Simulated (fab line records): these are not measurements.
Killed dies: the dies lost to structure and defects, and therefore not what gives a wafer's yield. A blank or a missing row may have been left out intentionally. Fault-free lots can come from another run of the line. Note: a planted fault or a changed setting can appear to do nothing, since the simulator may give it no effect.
fab line records	flow n5_finfet
record lots=6	wafers=18	last_day=19
route steps=1938 shown BEOL_M4@1050 PASSIVATION@1936
lots that met no fault: from a run of the same line without faults
start_h: start of the lot's first displayed wafer, in hours after the record's first day	wait_h: hours since the lot's step before	" unchanged from the row above	L1.1+2: a row that stands for several wafers	- no value present, or no start provided	* or withheld: withheld	< > ~ a bound
route shown NAME@n: a module of which the file shows steps, and the number in the route of the first	usual: mean and standard deviation over wafers with no fault	same: alike in all rows	chamber/n: place in a boat	sites: each site's reading	_std_site: the values' standard deviation	_edge_site: mean of outer sites minus mean of inner sites	radius_mm: for every site, how far away it sits from the centre of the wafer	mask NAME#n: copy n	behind: tool/chamber where the wafer was last shaped	hold: the reason the lot was held/the length of the hold in hours/how it ended	device: whichever transistor did not switch (one of n, p or np)	end of line: the tests these same wafers got at the end of their route	for a step that has no rows: nothing shown but its recipe	killed: at the first sort, the dies lost to defects and structure; wafer yield is something else	map: per-die view of a wafer (x killed, . not killed, _ where there is no die)
set.NAME: the run value of the setting; set.NAME@STEP: its run value at that earlier step	model.NAME: the simulator's own value behind a step, which no gauge read
lots at some steps of the route; a table a step, a row a wafer
services: from which hour (start_h, from the record's first day; less than 0 if before it) a tool's chamber was out of use, for how many hours, and why
## steps
# step N5_BEOL_M4_COAT_22
# recipe resist=CAR-EUV	spin_rpm=1500	resist_thk_nm=30
# step N5_BEOL_M4_EBR_24
# recipe solvent=PGMEA	ebr_width_mm=1.5
# step N5_BEOL_M4_SOFTBAKE_23
# recipe temp_c=110	time_s=60	resist=CAR-EUV
# step N5_BEOL_M4_EXPOSE_25
# recipe mask_id=V3	na=0.33	source_shape=quasar	sigma_inner=0.2	sigma_outer=0.8	polarization=unpolarized	defocus_nm=5	dose_mj=63
# step N5_BEOL_M4_PEB_26
# recipe peb_temp_c=100	peb_time_s=60	resist=CAR-EUV
# step N5_BEOL_M4_DEVELOP_27
# recipe develop_time_s=30	developer=TMAH	resist=CAR-EUV	rinse_liquid=surfactant_rinse	dry=air_spin	dev_temp_c=23
# step N5_BEOL_M4_CD_MEAS_28
# recipe target_cd_nm=26.2	landing_energy_ev=500	detector=se_inlens	target_cd_y_nm=24.1	polarity=opening
# usual cd_nm=26.26/0.24
lot.wafer	tool	chamber	start_h	wait_h	cd_nm
L469.4	cd_sem-01	0	202.96	-	26.47
L469.5	"	0	"	"	26.05
L469.6	"	0	"	"	26.37
L476.1	cd_sem-03	0	238.95	-	26.67
L476.2	"	0	"	"	26.25
L476.4	"	0	"	"	26.49
L484.3	cd_sem-02	0	280.79	-	26.02
L484.4	"	0	"	"	26.40
L484.6	"	0	"	"	25.93
L485.1	cd_sem-03	0	298.53	-	26.10
L485.3	"	0	"	"	26.12
L485.6	"	0	"	"	26.37
L487.1	cd_sem-03	0	301.92	-	26.29
L487.4	"	0	"	"	26.11
L487.5	"	0	"	"	26.45
L488.1	cd_sem-03	0	328.99	-	26.31
L488.2	"	0	"	"	25.79
L488.5	"	0	"	"	26.04
# step N5_BEOL_M4_OVL_MEAS_29
# recipe points_per_wafer=522
# usual V3_OVL=0.5/0.68
lot.wafer	tool	chamber	start_h	wait_h	V3_OVL[nm]
L469.4	overlay-02	0	203.00	0.0	0.4
L469.5	"	0	"	"	-0.6
L469.6	"	0	"	"	0.5
L476.1	overlay-02	0	238.98	0.0	0.0
L476.2	"	0	"	"	1.4
L476.4	"	0	"	"	1.3
L484.3	overlay-01	0	280.83	0.0	0.4
L484.4	"	0	"	"	-0.4
L484.6	"	0	"	"	-0.6
L485.1	overlay-01	0	298.56	0.0	-0.4
L485.3	"	0	"	"	0.1
L485.6	"	0	"	"	-0.2
L487.1	overlay-01	0	301.95	0.0	-0.7
L487.4	"	0	"	"	0.4
L487.5	"	0	"	"	0.1
L488.1	overlay-02	0	329.02	0.0	0.8
L488.2	"	0	"	"	1.2
L488.5	"	0	"	"	1.1
# step N5_BEOL_M4_INSPECT_30
# recipe mode=adi	inspect_instrument=brightfield
# usual raw_defect_count=445/100
lot.wafer	tool	chamber	start_h	wait_h	raw_defect_count
L469.4	defect_inspect-02	-	203.05	0.0	407
L469.5	"	-	"	"	376
L469.6	"	-	"	"	368
L476.1	defect_inspect-01	-	239.04	0.1	456
L476.2	"	-	"	"	502
L476.4	"	-	"	"	721
L484.3	defect_inspect-02	-	280.87	0.0	577
L484.4	"	-	"	"	650
L484.6	"	-	"	"	431
L485.1	defect_inspect-02	-	298.62	0.1	372
L485.3	"	-	"	"	365
L485.6	"	-	"	"	338
L487.1	defect_inspect-02	-	302.01	0.1	500
L487.4	"	-	"	"	357
L487.5	"	-	"	"	402
L488.1	defect_inspect-01	-	329.08	0.1	437
L488.2	"	-	"	"	416
L488.5	"	-	"	"	346
# step N5_BEOL_M4_DESCUM_33
# recipe chemistry=O2	time_s=7	source_power_w=50	bias_power_w=20	pressure_mtorr=20	rf_frequency_hz=2.712e+07	temp_c=40	resist=CAR-EUV	o2_flow_sccm=225
# usual drypump_motor_current_A=5.8/0.43	o2_flow_sccm=225.0/0.64	oes_product_au=0.85/0.079	rf_vpp_V=244.2/1.1	showerhead_plenum_p_Torr=2.16/0.052	throttle_valve_pct=20.29/0.19
lot.wafer	tool	chamber	start_h	wait_h	drypump_motor_current_A	o2_flow_sccm	oes_product_au	rf_hours_counter_h	rf_vpp_V	showerhead_plenum_p_Torr	throttle_valve_pct
L469.4	rie_diel-03	0	203.08	0.0	5.6	224.7	0.92	19	243.9	2.14	20.25
L469.5	"	2	"	"	6.6	225.0	0.86	-	244.3	2.21	20.29
L469.6	"	3	"	"	5.5	225.9	0.68	-	244.1	2.14	20.54
L476.1	rie_diel-02	3	239.07	0.0	6.7	224.4	0.70	231	243.2	2.07	20.77
L476.2	"	1	"	"	6.3	225.5	0.94	12	242.2	2.05	20.16
L476.4	"	0	"	"	5.3	225.2	0.91	24	242.9	2.13	20.53
L484.3	rie_diel-01	2	280.91	0.0	5.2	225.2	0.90	22	244.1	2.14	20.35
L484.4	"	1	"	"	5.9	224.1	0.83	-	244.3	2.22	20.03
L484.6	"	2	"	"	5.1	224.6	0.90	-	244.9	2.14	20.33
L485.1	rie_diel-02	1	298.66	0.0	6.3	225.1	0.90	24	242.2	2.05	20.18
L485.3	"	2	"	"	6.2	224.8	0.80	112	244.9	2.20	20.31
L485.6	"	1	"	"	6.3	225.4	0.90	-	242.8	2.05	20.18
L487.1	rie_diel-03	3	302.04	0.0	5.5	223.7	0.91	20	243.6	2.13	20.20
L487.4	"	0	"	"	5.6	225.8	0.86	57	246.2	2.12	20.30
L487.5	"	0	"	"	5.6	225.6	0.86	-	245.0	2.12	20.29
L488.1	rie_diel-01	0	329.11	0.0	5.5	225.7	0.85	59	244.4	2.13	20.25
L488.2	"	1	"	"	5.9	224.3	0.81	75	244.9	2.21	20.06
L488.5	"	2	"	"	5.2	223.9	0.86	-	243.8	2.13	20.36
# step N5_BEOL_M4_ETCH_77
# recipe chemistry=N2/H2	target=underlayer	target_depth_a=65	mask_material=CAR-EUV	time_s=5.2	ion_energy_ev=200	pressure_mtorr=30	source_w=840	bias_w=150	n2_flow_sccm=200	h2_flow_sccm=200	ends=cleared
# usual bias_w=150.0/0.46	drypump_motor_current_A=5.8/0.43	etch_rf_on_time_s=5.17/0.066	oes_product_au=0.73/0.066	rf_vpp_V=526.0/2.1	showerhead_plenum_p_Torr=2.62/0.066	throttle_valve_pct=17.72/0.2
lot.wafer	tool	chamber	start_h	wait_h	bias_w	drypump_motor_current_A	etch_rf_on_time_s	oes_product_au	rf_hours_counter_h	rf_vpp_V	showerhead_plenum_p_Torr	throttle_valve_pct
L469.4	rie_diel-03	0	203.11	0.0	149.8	5.7	5.22	0.80	19	524.8	2.60	17.67
L469.5	"	2	"	"	150.4	6.6	5.13	0.72	-	527.0	2.69	17.73
L469.6	"	3	"	"	149.5	5.5	5.39	0.58	-	526.3	2.61	18.07
L476.1	rie_diel-02	3	239.11	0.0	150.1	6.7	5.21	0.60	231	524.3	2.51	18.25
L476.2	"	1	"	"	149.5	6.2	5.19	0.80	12	524.2	2.50	17.54
L476.4	"	0	"	"	150.2	5.3	5.14	0.77	24	525.9	2.59	17.86
L484.3	rie_diel-01	2	280.94	0.0	150.0	5.1	5.12	0.78	22	525.0	2.59	17.79
L484.4	"	1	"	"	149.5	5.9	5.19	0.70	-	528.0	2.69	17.38
L484.6	"	2	"	"	149.8	5.2	5.10	0.78	-	524.9	2.60	17.81
L485.1	rie_diel-02	1	298.69	0.0	150.8	6.3	5.24	0.77	24	521.6	2.50	17.59
L485.3	"	2	"	"	149.9	6.2	5.18	0.69	112	528.9	2.67	17.71
L485.6	"	1	"	"	150.7	6.2	5.19	0.77	-	523.4	2.49	17.59
L487.1	rie_diel-03	3	302.08	0.0	150.0	5.5	5.16	0.77	20	524.9	2.60	17.71
L487.4	"	0	"	"	150.4	5.6	5.16	0.74	57	523.5	2.58	17.74
L487.5	"	0	"	"	150.6	5.6	5.17	0.73	-	525.6	2.58	17.74
L488.1	rie_diel-01	0	329.15	0.0	150.2	5.5	5.10	0.74	59	524.3	2.58	17.68
L488.2	"	1	"	"	149.8	5.9	5.19	0.69	75	524.4	2.68	17.41
L488.5	"	2	"	"	150.2	5.2	5.15	0.73	-	524.7	2.59	17.83
# step N5_BEOL_M4_ETCH_69
# recipe chemistry=CF4	target=SiARC	target_depth_a=156	mask_material=CAR-EUV	time_s=26	ion_energy_ev=80	pressure_mtorr=40	source_w=545	bias_w=36	Ar_flow_sccm=100	cf4_flow_sccm=100	ends=cleared
# usual bias_w=35.99/0.1	cf4_flow_sccm=99.98/0.28	drypump_motor_current_A=5.8/0.43	etch_rf_on_time_s=25.9/0.38	oes_product_au=0.73/0.068	rf_vpp_V=184.8/1	showerhead_plenum_p_Torr=2.20/0.052	throttle_valve_pct=15.46/0.19
lot.wafer	tool	chamber	start_h	wait_h	bias_w	cf4_flow_sccm	drypump_motor_current_A	etch_rf_on_time_s	oes_product_au	rf_hours_counter_h	rf_vpp_V	showerhead_plenum_p_Torr	throttle_valve_pct
L469.4	rie_diel-03	0	203.13	0.0	36.00	100.28	5.6	26.4	0.78	19	184.9	2.19	15.37
L469.5	"	2	"	"	36.03	100.23	6.6	26.1	0.72	-	186.1	2.26	15.52
L469.6	"	3	"	"	35.95	100.05	5.5	27.4	0.58	-	185.7	2.20	15.83
L476.1	rie_diel-02	3	239.12	0.0	35.97	100.56	6.7	26.3	0.60	231	184.5	2.11	15.94
L476.2	"	1	"	"	35.92	99.96	6.3	25.8	0.80	12	183.4	2.10	15.34
L476.4	"	0	"	"	35.88	99.59	5.3	25.5	0.78	24	184.6	2.18	15.64
L484.3	rie_diel-01	2	280.96	0.0	35.93	100.06	5.2	25.5	0.77	22	185.7	2.19	15.45
L484.4	"	1	"	"	35.99	100.43	5.9	25.8	0.72	-	185.2	2.26	15.21
L484.6	"	2	"	"	36.17	99.80	5.2	25.5	0.77	-	184.7	2.19	15.45
L485.1	rie_diel-02	1	298.71	0.0	35.99	99.85	6.3	26.1	0.77	24	184.2	2.10	15.36
L485.3	"	2	"	"	36.22	99.69	6.3	25.3	0.70	112	185.1	2.24	15.45
L485.6	"	1	"	"	36.01	100.05	6.3	26.0	0.78	-	182.6	2.10	15.37
L487.1	rie_diel-03	3	302.10	0.0	36.00	99.66	5.5	25.8	0.78	20	183.8	2.19	15.39
L487.4	"	0	"	"	36.22	99.89	5.6	26.1	0.73	57	183.8	2.18	15.46
L487.5	"	0	"	"	36.04	99.74	5.6	26.1	0.73	-	185.0	2.18	15.46
L488.1	rie_diel-01	0	329.17	0.0	36.01	99.33	5.5	25.4	0.74	59	183.7	2.17	15.37
L488.2	"	1	"	"	35.89	100.22	5.9	25.6	0.69	75	186.0	2.25	15.25
L488.5	"	2	"	"	35.92	99.71	5.1	25.7	0.73	-	185.5	2.18	15.48
# step N5_BEOL_M4_ALD_98
# recipe material=SiO2	target_thk_a=25	temp_c=100	ald_precursor_family=BDEAS	ald_co_reactant=O2-plasma	pulse_time_s=1	co_reactant_pulse_time_s=1	purge_time_s=2	co_reactant_purge_time_s=2	ald_cycles=17	pressure_torr=2
# usual ald_cycles=17/0	chamber_pressure_Torr=2.000/0.0047	heater_power_w=76/5.7	precursor_pulse_height_rel=1.002/0.022	susceptor_temp_C=100.01/0.13
lot.wafer	tool	chamber	start_h	wait_h	ald_cycles	chamber_pressure_Torr	heater_power_w	precursor_pulse_height_rel	susceptor_temp_C
L469.4	ald_sin-04	3	203.21	0.1	17	1.998	81	1.009	100.19
L469.5	"	2	"	"	17	1.993	71	0.991	99.93
L469.6	"	3	"	"	17	1.996	83	0.972	100.20
L476.1	ald_sin-03	1	239.21	0.1	17	2.001	78	0.991	99.94
L476.2	"	0	"	"	17	2.001	82	0.988	99.80
L476.4	"	2	"	"	17	2.004	70	1.004	100.08
L484.3	ald_sin-03	2	281.11	0.1	-	-	-	-	-
L484.4	"	1	"	"	-	-	-	-	-
L484.6	"	1	"	"	-	-	-	-	-
L485.1	ald_sin-04	0	298.79	0.1	-	-	-	-	-
L485.3	"	2	"	"	-	-	-	-	-
L485.6	"	2	"	"	-	-	-	-	-
L487.1	ald_sin-04	2	302.36	0.2	17	2.002	73	1.019	100.09
L487.4	"	3	"	"	17	2.002	83	1.022	99.90
L487.5	"	1	"	"	17	2.002	73	1.007	100.06
L488.1	ald_sin-02	0	329.50	0.3	17	1.991	71	0.989	99.86
L488.2	"	2	"	"	17	1.998	80	1.018	100.22
L488.5	"	1	"	"	17	2.002	67	0.981	100.04
# step N5_BEOL_M4_ETCHBACK_99
# recipe chemistry=CHF3	target=SiO2	target_depth_a=50	time_s=10.4	source_w=215	bias_w=47	Ar_flow_sccm=200	CHF3_flow_sccm=12	ion_energy_ev=100	pressure_mtorr=30
# usual bias_w=47.01/0.14	drypump_motor_current_A=5.9/0.47	oes_f_703_au=0.85/0.076	oes_product_au=0.85/0.079	rf_vpp_V=241.3/2.5	showerhead_plenum_p_Torr=2.20/0.055	throttle_valve_pct=16.96/0.21
lot.wafer	tool	chamber	start_h	wait_h	bias_w	drypump_motor_current_A	oes_f_703_au	oes_product_au	rf_hours_counter_h	rf_vpp_V	showerhead_plenum_p_Torr	throttle_valve_pct
L469.4	rie_diel-01	3	204.01	0.8	47.16	6.0	0.75	0.76	145	247.4	2.16	17.07
L469.5	"	1	"	"	47.05	5.9	0.89	0.90	-	241.7	2.29	16.64
L469.6	"	2	"	"	46.97	5.1	0.69	0.68	-	242.7	2.21	17.32
L476.1	rie_diel-01	2	250.27	11.0	47.10	5.1	0.93	0.93	8	242.0	2.20	16.88
L476.2	"	3	"	"	47.01	6.0	0.74	0.73	166	245.5	2.15	17.10
L476.4	"	1	"	"	47.00	5.9	0.85	0.86	42	241.5	2.29	16.68
L484.3	rie_diel-02	1	299.70	18.6	46.93	6.2	0.89	0.91	24	245.9	2.11	16.85
L484.4	"	0	"	"	46.95	5.3	0.86	0.87	-	243.6	2.19	17.19
L484.6	"	2	"	"	46.99	6.2	0.82	0.81	-	240.2	2.25	16.93
L485.1	rie_diel-02	0	305.07	6.2	46.94	5.3	0.85	0.88	49	243.0	2.19	17.21
L485.3	"	1	"	"	46.89	6.3	0.89	0.90	-	245.5	2.11	16.85
L485.6	"	0	"	"	46.94	5.4	0.86	0.87	-	242.8	2.19	17.21
L487.1	rie_diel-03	2	307.50	5.1	46.88	6.6	0.80	0.80	106	236.2	2.27	17.10
L487.4	"	1	"	"	46.70	5.8	0.87	0.86	41	239.2	2.28	16.85
L487.5	"	2	"	"	46.73	6.6	0.80	0.80	-	235.9	2.27	17.10
L488.1	rie_diel-03	0	331.29	1.7	47.19	5.6	0.84	0.84	69	239.2	2.18	16.94
L488.2	"	2	"	"	47.14	6.6	0.80	0.80	108	237.1	2.27	17.13
L488.5	"	3	"	"	46.85	5.5	0.87	0.89	-	242.0	2.19	16.85
# step N5_BEOL_M4_RC_MEAS_101
# usual DIBL_N=36.1/1.4	DIBL_P=36.3/1.4	IOFF_N=0.154/0.021	IOFF_P=0.21/0.032	ION_N=670/8.1	ION_P=461/7	SS_N=71.4/0.49	SS_P=73.3/0.5	VT_N=250.4/2.6	VT_P=-250/3.7
lot.wafer	tool	chamber	start_h	wait_h	DIBL_N[mV/V]	DIBL_P[mV/V]	IOFF_N[nA/um]	IOFF_P[nA/um]	ION_N[uA/um]	ION_P[uA/um]	SS_N[mV/dec]	SS_P[mV/dec]	VT_N[mV]	VT_P[mV]
L469.4	prober-01	0	209.11	0.5	37.2	36.5	0.156	0.23	670	467	71.3	73.6	250.0	-249
L469.5	"	0	"	"	36.8	35.5	0.141	0.20	676	467	71.2	72.6	254.0	-250
L469.6	"	0	"	"	35.6	34.3	0.123	0.19	664	459	71.4	73.0	253.6	-251
L476.1	prober-01	0	255.02	0.0	39.2	38.6	0.200	0.25	673	464	71.5	74.7	248.4	-251
L476.2	"	0	"	"	37.9	37.2	0.172	0.21	673	460	71.6	73.7	249.3	-252
L476.4	"	0	"	"	37.1	35.8	0.155	0.21	664	459	71.9	73.1	250.6	-252
L484.3	prober-01	0	306.01	0.3	37.2	37.5	0.169	0.22	669	452	72.1	73.4	249.0	-249
L484.4	"	0	"	"	37.9	37.6	0.183	0.22	681	462	72.2	73.5	248.4	-248
L484.6	"	0	"	"	36.4	35.8	0.154	0.19	671	457	71.9	73.7	248.9	-250
L485.1	prober-01	0	311.32	0.0	33.9	35.8	0.123	0.16	667	461	71.8	73.9	254.3	-254
L485.3	"	0	"	"	33.5	34.7	0.119	0.16	664	457	70.6	72.8	254.0	-253
L485.6	"	0	"	"	34.9	36.8	0.130	0.18	656	460	71.5	73.1	254.9	-255
L487.1	prober-02	0	312.47	0.0	35.7	36.3	0.154	0.21	672	467	71.7	72.7	251.6	-248
L487.4	"	0	"	"	34.9	36.1	0.146	0.20	678	471	71.2	73.2	250.6	-249
L487.5	"	0	"	"	36.1	37.8	0.171	0.24	685	475	71.2	73.3	248.3	-247
L488.1	prober-01	0	339.56	0.0	36.1	35.4	0.147	0.21	668	459	71.9	73.3	252.0	-247
L488.2	"	0	"	"	37.4	37.4	0.173	0.23	679	468	71.7	73.5	249.5	-247
L488.5	"	0	"	"	37.3	37.5	0.169	0.24	660	457	71.1	73.5	249.8	-248
# step N5_PASSIVATION_PROBE_49
# usual defect_limited_yield=91.0/1.6	killed_at_M0_to_M3=35/11	killed_at_M4_up=14/5.1	killed_at_contacts=12/6.6	killed_at_front_end=41/12	killed_at_other=4/3	killed_dies=107/19	killed_open=70/15	killed_short=35/8.5	sort_bin_5_function=5.3/1	sort_bin_6_memory=3.4/0.73	sort_n_pass=1073/19	sort_yield_pct=91.0/1.6
# same gross_dies=1180	killed_at_back_side=0	sort_bin_4_leakage[%]=0	sort_bin_8_speed[%]=0
lot.wafer	tool	chamber	start_h	wait_h	defect_limited_yield[%]	killed_at_M0_to_M3	killed_at_M4_up	killed_at_contacts	killed_at_front_end	killed_at_other	killed_dies	killed_open	killed_short	sort_bin_5_function[%]	sort_bin_6_memory[%]	sort_n_pass	sort_yield_pct[%]
L469.4	prober-01	-	318.58	0.2	91.3	30	10	6	45	12	103	64	36	4.8	3.6	1077	91.3
L469.5	prober-01	-	318.63	0.2	91.8	23	10	11	43	10	97	63	33	4.8	3.1	1083	91.8
L469.6	prober-01	-	318.68	0.3	92.5	20	12	9	41	6	88	56	31	4.7	2.7	1092	92.5
L476.1	prober-01	-	361.33	0.0	93.1	17	14	4	39	7	81	54	25	4.1	2.6	1099	93.1
L476.2	prober-01	-	361.38	0.1	89.4	38	10	10	65	2	125	78	46	5.6	4.7	1055	89.4
L476.4	prober-01	-	361.48	0.2	89.7	41	13	5	52	10	121	81	37	6.1	3.6	1059	89.7
L484.3	prober-01	-	407.13	0.1	90.5	45	12	15	35	5	112	78	34	5.3	3.5	1068	90.5
L484.4	prober-01	-	407.18	0.2	91.1	35	14	5	46	5	105	69	36	5.2	3.5	1075	91.1
L484.6	prober-01	-	407.28	0.3	90.6	30	14	11	54	2	111	59	46	5.7	3.0	1069	90.6
L485.1	prober-02	-	415.79	0.0	93.0	45	10	2	24	2	83	55	28	4.3	2.6	1097	93.0
L485.3	prober-02	-	415.89	0.1	91.9	44	12	7	30	2	95	54	41	4.8	3.0	1085	91.9
L487.1	prober-01	-	419.74	0.0	91.0	49	9	4	41	3	106	79	25	5.6	3.1	1074	91.0
L487.4	prober-01	-	419.89	0.2	91.3	23	17	6	57	0	103	80	21	5.1	3.2	1077	91.3
L487.5	prober-01	-	419.94	0.2	93.5	26	12	6	30	3	77	59	18	3.7	2.7	1103	93.5
L488.1	prober-01	-	457.04	0.0	90.8	32	19	20	37	1	109	80	29	6.1	2.7	1071	90.8
L488.2	prober-01	-	457.09	0.1	91.8	30	15	19	32	1	97	68	29	6.0	1.7	1083	91.8
L488.5	prober-01	-	457.24	0.2	91.8	33	17	18	26	3	97	59	36	4.1	4.0	1083	91.8
# killed by level:class
L469.4 FIN_SAQP:geometric_particle:short=9 FIN_SAQP:geometric_particle:open=8 BEOL_M2:geometric_particle:open=7 BEOL_M3:geometric_particle:open=6 DUMMY_GATE:geometric_particle:open=5 MOL_CONTACT_COAG:geometric_particle:open=5 BEOL_M4:geometric_particle:open=5 STARTING-WAFER:geometric_particle:short=5
L469.5 FIN_SAQP:geometric_particle:open=9 GATE_CUT:geometric_particle:short=9 STARTING-WAFER:geometric_particle:open=8 MOL_CONTACT_COAG:geometric_particle:open=8 FIN_SAQP:geometric_particle:short=7 BEOL_M3:geometric_particle:open=7 MIM_TOP_ETCH:geometric_particle:short=5 GATE_CUT:geometric_particle:open=4
L469.6 DUMMY_GATE:geometric_particle:open=10 FIN_SAQP:geometric_particle:open=8 MOL_CONTACT_COAG:geometric_particle:open=7 FIN_SAQP:geometric_particle:short=6 GATE_CUT:geometric_particle:short=5 BEOL_M1:geometric_particle:open=5 BEOL_M0_SAQP:geometric_particle:short=4 BEOL_M2:geometric_particle:open=4
L476.1 STI_FIN_REVEAL:geometric_particle:open=10 GATE_CUT:geometric_particle:short=6 BEOL_M4:geometric_particle:open=6 BEOL_M3:geometric_particle:open=5 FIN_SAQP:geometric_particle:short=4 BEOL_M5:geometric_particle:open=4 FIN_SAQP:geometric_particle:open=3 DUMMY_GATE:geometric_particle:open=3
L476.2 STI_FIN_REVEAL:geometric_particle:open=13 FIN_SAQP:geometric_particle:open=12 FIN_SAQP:geometric_particle:short=11 MOL_CONTACT_COAG:geometric_particle:open=10 GATE_CUT:geometric_particle:short=8 BEOL_M2:geometric_particle:open=6 BEOL_M0:geometric_particle:short=6 DUMMY_GATE:geometric_particle:open=5
L476.4 STI_FIN_REVEAL:geometric_particle:open=19 BEOL_M3:geometric_particle:open=14 FIN_SAQP:geometric_particle:short=10 FIN_SAQP:geometric_particle:open=9 BEOL_M0_SAQP:geometric_particle:open=8 BEOL_M2:geometric_particle:open=8 BEOL_M0_SAQP:geometric_particle:short=6 STI_FIN_REVEAL:geometric_particle:short=5
L484.3 MOL_CONTACT_COAG:geometric_particle:open=12 BEOL_M4:geometric_particle:open=10 BEOL_M0_SAQP:geometric_particle:short=9 BEOL_M0_SAQP:geometric_particle:open=9 BEOL_M0:geometric_particle:open=9 FIN_SAQP:geometric_particle:short=8 BEOL_M3:geometric_particle:open=8 STI_FIN_REVEAL:geometric_particle:open=7
L484.4 STI_FIN_REVEAL:geometric_particle:open=14 BEOL_M3:geometric_particle:open=12 BEOL_M2:geometric_particle:short=7 FIN_SAQP:geometric_particle:open=6 BEOL_M4:geometric_particle:open=6 DUMMY_GATE:geometric_particle:open=5 FIN_SAQP:geometric_particle:short=4 MOL_CONTACT_COAG:geometric_particle:open=4
L484.6 FIN_SAQP:geometric_particle:short=15 MOL_CONTACT_COAG:geometric_particle:open=10 STI_FIN_REVEAL:geometric_particle:open=8 STI_FIN_REVEAL:geometric_particle:short=7 BEOL_M4:geometric_particle:open=6 HKMG_FIN:area_etch=5 FIN_SAQP:geometric_particle:open=4 BEOL_M3:geometric_particle:short=4
L485.1 BEOL_M2:geometric_particle:open=10 BEOL_M1:geometric_particle:open=9 BEOL_M0_SAQP:geometric_particle:open=8 BEOL_M0_SAQP:geometric_particle:short=7 BEOL_M1:geometric_particle:short=5 STARTING-WAFER:geometric_particle:open=5 DUMMY_GATE:geometric_particle:open=4 FIN_SAQP:geometric_particle:open=3
L485.3 BEOL_M0_SAQP:geometric_particle:short=12 BEOL_M3:geometric_particle:open=12 FIN_SAQP:geometric_particle:short=8 FIN_SAQP:geometric_particle:open=8 MOL_CONTACT_COAG:geometric_particle:open=6 BEOL_M0_SAQP:geometric_particle:open=6 BEOL_M2:geometric_particle:open=5 BEOL_M3:geometric_particle:short=3
L487.1 FIN_SAQP:geometric_particle:open=20 BEOL_M1:geometric_particle:open=15 BEOL_M3:geometric_particle:open=11 BEOL_M4:geometric_particle:open=8 BEOL_M0_SAQP:geometric_particle:short=7 BEOL_M2:geometric_particle:open=6 BEOL_M0_SAQP:geometric_particle:open=5 MOL_CONTACT_COAG:geometric_particle:open=4
L487.4 FIN_SAQP:geometric_particle:open=15 STI_FIN_REVEAL:geometric_particle:open=14 BEOL_M4:geometric_particle:open=11 FIN_SAQP:geometric_particle:short=9 BEOL_M3:geometric_particle:open=8 BEOL_M1:geometric_particle:open=7 MOL_CONTACT_COAG:geometric_particle:open=6 STARTING-WAFER:geometric_particle:open=5
L487.5 BEOL_M3:geometric_particle:open=12 FIN_SAQP:geometric_particle:open=11 BEOL_M4:geometric_particle:open=9 MOL_CONTACT_COAG:geometric_particle:open=6 GATE_CUT:geometric_particle:short=5 FIN_SAQP:geometric_particle:short=4 BEOL_M0_SAQP:geometric_particle:open=4 BEOL_M1:geometric_particle:open=4
L488.1 MOL_CONTACT_COAG:geometric_particle:open=16 BEOL_M4:geometric_particle:open=14 BEOL_M3:geometric_particle:open=11 STI_FIN_REVEAL:geometric_particle:open=9 FIN_SAQP:geometric_particle:open=6 DUMMY_GATE:geometric_particle:open=5 FIN_SAQP:geometric_particle:short=4 GATE_CUT:geometric_particle:open=4
L488.2 MOL_CONTACT_COAG:geometric_particle:open=14 BEOL_M4:geometric_particle:open=7 GATE_CUT:geometric_particle:short=6 BEOL_M3:geometric_particle:open=6 FIN_SAQP:geometric_particle:open=5 FIN_SAQP:geometric_particle:short=5 BEOL_M0:geometric_particle:open=5 GATE_CUT:geometric_particle:open=5
L488.5 MOL_CONTACT_COAG:geometric_particle:open=13 GATE_CUT:geometric_particle:short=10 BEOL_M0_SAQP:geometric_particle:short=9 BEOL_M0_SAQP:geometric_particle:open=8 BEOL_M4:geometric_particle:open=8 BEOL_M3:geometric_particle:open=6 BEOL_M2:geometric_particle:open=5 MOL_CONTACT_COAG:geometric_particle:short=4
## services
tool	chamber	start_h	hours	kind
rie_diel-01	-	179.51	2.4	repair
ald_sin-04	-	203.31	6.1	pm
rie_diel-01	2	218.48	-	clean
rie_diel-01	2	218.48	-	consumable_replace:focus_ring
rie_diel-01	2	218.48	13.2	scheduled_down
rie_diel-01	2	218.48	13.2	vent_cycle
rie_diel-02	-	218.99	14.6	pm
rie_diel-03	3	223.79	-	clean
rie_diel-02	-	234.48	0.7	repair
rie_diel-02	0	239.33	8.8	repair
rie_diel-02	1	249.04	33.4	repair
ald_sin-02	2	252.88	3.8	repair
ald_sin-03	-	260.61	11.5	repair
ald_sin-02	-	269.77	14.0	pm
rie_diel-01	3	272.40	9.7	repair
ald_sin-03	-	274.91	0.5	repair
rie_diel-02	-	277.48	10.0	pm
ald_sin-03	-	279.95	0.5	repair
ald_sin-02	-	286.70	1.0	repair
ald_sin-04	-	293.85	1.1	repair
rie_diel-02	2	303.68	2.6	repair
ald_sin-03	-	306.15	6.0	pm
ald_sin-04	1	311.27	1.3	repair
rie_diel-03	2	311.50	17.1	repair
## key
first_sign step=N5_BEOL_M4_ALD_98	reading=tool_record	direction=missing
effect none on later readings
met_at N5_BEOL_M4_ALD_98
struck_wafers L484.3,L484.4,L484.6,L485.1,L485.3,L485.6
onset_between 239.21 281.11
fault kind=skipped_step_whole	tool=ald_sin-03,ald_sin-04	chamber=-	onset_h=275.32	steps=N5_BEOL_M4_ALD_98	scope=struck_lots_only
